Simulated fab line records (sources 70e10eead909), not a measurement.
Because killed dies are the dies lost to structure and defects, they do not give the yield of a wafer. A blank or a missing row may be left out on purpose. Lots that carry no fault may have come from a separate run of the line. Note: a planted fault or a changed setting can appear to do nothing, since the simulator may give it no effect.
Chamber matching :: flow nand harc :: 4 sister chambers for NHARC_A_STAIRCASE_TRIM_187 on rie diel-12
The step chemistry O2, time 211.2 s. 22 wafers are shown with their chamber, then 11 later ones without.

== WAFERS WITH THEIR CHAMBER ==
wafer: L074.1
chamber: 0
drypump motor current A (A): 5.9
showerhead plenum p Torr (Torr): 3.53
oes product au (a.u.): 0.977

wafer: L074.2
chamber: 3
drypump motor current A (A): 4.7
showerhead plenum p Torr (Torr): 3.44
oes product au (a.u.): 0.997

wafer: L074.6
chamber: 1
drypump motor current A (A): 6.0
showerhead plenum p Torr (Torr): 3.66
oes product au (a.u.): 0.983

wafer: L076.2
chamber: 2
drypump motor current A (A): 5.5
showerhead plenum p Torr (Torr): 3.53
oes product au (a.u.): 0.998

wafer: L076.3
chamber: 3
drypump motor current A (A): 4.7
showerhead plenum p Torr (Torr): 3.44
oes product au (a.u.): 1.010

wafer: L076.6
chamber: 2
drypump motor current A (A): 5.5
showerhead plenum p Torr (Torr): 3.53
oes product au (a.u.): 1.006

wafer: L076.1
chamber: 1
drypump motor current A (A): 6.0
showerhead plenum p Torr (Torr): 3.66
oes product au (a.u.): 0.998

wafer: L076.4
chamber: 0
drypump motor current A (A): 5.8
showerhead plenum p Torr (Torr): 3.52
oes product au (a.u.): 0.984

wafer: L076.5
chamber: 3
drypump motor current A (A): 4.7
showerhead plenum p Torr (Torr): 3.44
oes product au (a.u.): 0.992

wafer: L083.2
chamber: 2
drypump motor current A (A): 5.4
showerhead plenum p Torr (Torr): 3.52
oes product au (a.u.): 0.989

wafer: L083.5
chamber: 2
drypump motor current A (A): 5.4
showerhead plenum p Torr (Torr): 3.53
oes product au (a.u.): 0.992

wafer: L083.6
chamber: 1
drypump motor current A (A): 6.0
showerhead plenum p Torr (Torr): 3.65
oes product au (a.u.): 0.981

wafer: L082.1
chamber: 0
drypump motor current A (A): 5.9
showerhead plenum p Torr (Torr): 3.52
oes product au (a.u.): 0.993

wafer: L082.3
chamber: 1
drypump motor current A (A): 6.0
showerhead plenum p Torr (Torr): 3.65
oes product au (a.u.): 0.973

wafer: L082.5
chamber: 3
drypump motor current A (A): 4.7
showerhead plenum p Torr (Torr): 3.43
oes product au (a.u.): 0.993

wafer: L084.1
chamber: 0
drypump motor current A (A): 5.8
showerhead plenum p Torr (Torr): 3.51
oes product au (a.u.): 0.977

wafer: L084.4
chamber: 1
drypump motor current A (A): 6.0
showerhead plenum p Torr (Torr): 3.65
oes product au (a.u.): 0.981

wafer: L084.5
chamber: 1
drypump motor current A (A): 6.0
showerhead plenum p Torr (Torr): 3.65
oes product au (a.u.): 0.976

wafer: L086.1
chamber: 3
drypump motor current A (A): 4.7
showerhead plenum p Torr (Torr): 3.43
oes product au (a.u.): 1.002

wafer: L086.2
chamber: 2
drypump motor current A (A): 5.5
showerhead plenum p Torr (Torr): 3.52
oes product au (a.u.): 1.015

wafer: L086.4
chamber: 1
drypump motor current A (A): 6.0
showerhead plenum p Torr (Torr): 3.65
oes product au (a.u.): 0.982

wafer: L088.2
chamber: 0
drypump motor current A (A): 5.9
showerhead plenum p Torr (Torr): 3.51
oes product au (a.u.): 0.986

SIGNATURES (averages over the wafers above)
reading: drypump motor current A
chamber 0: 5.860
chamber 1: 6.000
chamber 2: 5.460
chamber 3: 4.700
scatter within a chamber: 0.0365

reading: showerhead plenum p Torr
chamber 0: 3.5180
chamber 1: 3.6529
chamber 2: 3.5260
chamber 3: 3.4360
scatter within a chamber: 0.00607

reading: oes product au
chamber 0: 0.98340
chamber 1: 0.98200
chamber 2: 1.00000
chamber 3: 0.99880
scatter within a chamber: 0.00825
Rule: for a wafer and a chamber, the distance is found by dividing, reading by reading, the gap between the wafer's reading and the chamber's mean by the reading's scatter, squaring, summing and taking the root. The wafer belongs to the nearest chamber; if the next one is less than 2 further off, it can't be placed. The scatter: take each reading less its chamber's mean, square it, sum over the shown wafers, divide by the number of wafers less the number of chambers, and take the root.

== WAFERS MISSING THEIR CHAMBER ==
wafer: L088.4
drypump motor current A (A): 6.0
showerhead plenum p Torr (Torr): 3.65
oes product au (a.u.): 0.981

wafer: L088.6
drypump motor current A (A): 5.8
showerhead plenum p Torr (Torr): 3.51
oes product au (a.u.): 0.989

wafer: L089.4
drypump motor current A (A): 4.7
showerhead plenum p Torr (Torr): 3.42
oes product au (a.u.): 1.005

wafer: L089.5
drypump motor current A (A): 6.0
showerhead plenum p Torr (Torr): 3.64
oes product au (a.u.): 0.963

wafer: L089.6
drypump motor current A (A): 5.4
showerhead plenum p Torr (Torr): 3.51
oes product au (a.u.): 1.006

wafer: L090.2
drypump motor current A (A): 4.7
showerhead plenum p Torr (Torr): 3.42
oes product au (a.u.): 0.999

wafer: L090.4
drypump motor current A (A): 5.5
showerhead plenum p Torr (Torr): 3.51
oes product au (a.u.): 1.007

wafer: L090.6
drypump motor current A (A): 4.7
showerhead plenum p Torr (Torr): 3.42
oes product au (a.u.): 0.993

wafer: L091.1
drypump motor current A (A): 6.0
showerhead plenum p Torr (Torr): 3.64
oes product au (a.u.): 0.981

wafer: L091.3
drypump motor current A (A): 5.9
showerhead plenum p Torr (Torr): 3.51
oes product au (a.u.): 0.975

wafer: L091.6
drypump motor current A (A): 5.8
showerhead plenum p Torr (Torr): 3.51
oes product au (a.u.): 0.966

== CHAMBER TAKEN BY EACH ==
wafer: L088.4
from the rows above: 1
in truth: 1

wafer: L088.6
from the rows above: 0
in truth: 0

wafer: L089.4
from the rows above: 3
in truth: 3

wafer: L089.5
from the rows above: 1
in truth: 1

wafer: L089.6
from the rows above: 2
in truth: 2

wafer: L090.2
from the rows above: 3
in truth: 3

wafer: L090.4
from the rows above: 2
in truth: 2

wafer: L090.6
from the rows above: 3
in truth: 3

wafer: L091.1
from the rows above: 1
in truth: 1

wafer: L091.3
from the rows above: 0
in truth: 0

wafer: L091.6
from the rows above: 0
in truth: 0
11 of 11 placed correctly. Can't be placed from these rows: 0. 0 placed wrongly.
